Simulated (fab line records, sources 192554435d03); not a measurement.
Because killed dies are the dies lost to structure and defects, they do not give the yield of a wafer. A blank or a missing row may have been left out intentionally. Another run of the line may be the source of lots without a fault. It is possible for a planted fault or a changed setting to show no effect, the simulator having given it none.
Which tool was responsible?    flow n5_finfet    11 lots, 33 wafers sampled, at 2 steps of a route of 1938

WHAT EACH GAUGE READ, for each wafer
N5_BEOL_M8_THK_MEAS_01.
lot   measured      on             M8_ILD_THK (nm)
L141  day 9 11:11   film_metro-01  154.0 153.7 154.0
L143  day 10 06:55  film_metro-01  153.7 155.4 158.2
L142  day 10 08:03  film_metro-01  155.7 156.5 155.9
L144  day 10 08:23  film_metro-02  153.3 155.3 154.5
L145  day 10 17:27  film_metro-01  156.0 154.8 156.2
L154  day 13 15:06  film_metro-02  152.8 152.3 154.7
L155  day 13 16:02  film_metro-01  154.1 158.3 156.1
L158  day 13 23:26  film_metro-01  153.6 158.0 157.1
L161  day 15 00:46  film_metro-01  154.5 154.2 156.1
L162  day 15 08:14  film_metro-02  155.9 155.4 158.6
L163  day 15 10:50  film_metro-02  151.3 155.0 156.6

EACH LOT AND THE TOOL THAT RAN IT (in order: tool; ch and the chambers of the sampled wafers; start)
lot   N5_BEOL_M8_CURE_74
L141  uv_cure-01 ch 0, day 9 10:44
L143  uv_cure-01 ch 1, day 10 06:29
L142  uv_cure-03 ch 1, day 10 07:32
L144  uv_cure-01 ch 1, day 10 07:56
L145  uv_cure-02 ch 0, day 10 16:56
L154  uv_cure-02 ch 0, day 13 14:40
L155  uv_cure-03 ch 0, day 13 15:32
L158  uv_cure-02 ch 1, day 13 23:05
L161  uv_cure-01 ch 0, day 15 00:15
L162  uv_cure-03 ch 2, day 15 07:14
L163  uv_cure-01 ch 1, day 15 10:29
- N5_BEOL_M8_CURE_74: cures SiCOH lowk, time 240 s.

THE ANSWER, worked out from the rows above alone
Rule: the usual values come from the lots themselves. The widest of any qualifying gaps counts: lots, ordered by their means at a reading, are off when they make up no more than a third of the lots, leave a main group of 4 or more, and stand apart from it by 3 or more times the standard deviation of that group's means. Not used: any main group whose means are identical at the precision the tables above print for the reading. Also off: a lot with no number at a reading for which 4 or more lots have one. The other lots that the step has rows for count as sound.
None of the lots is off at any reading shown; this tells nothing.

WHAT WAS PUT IN BY THE SIMULATOR
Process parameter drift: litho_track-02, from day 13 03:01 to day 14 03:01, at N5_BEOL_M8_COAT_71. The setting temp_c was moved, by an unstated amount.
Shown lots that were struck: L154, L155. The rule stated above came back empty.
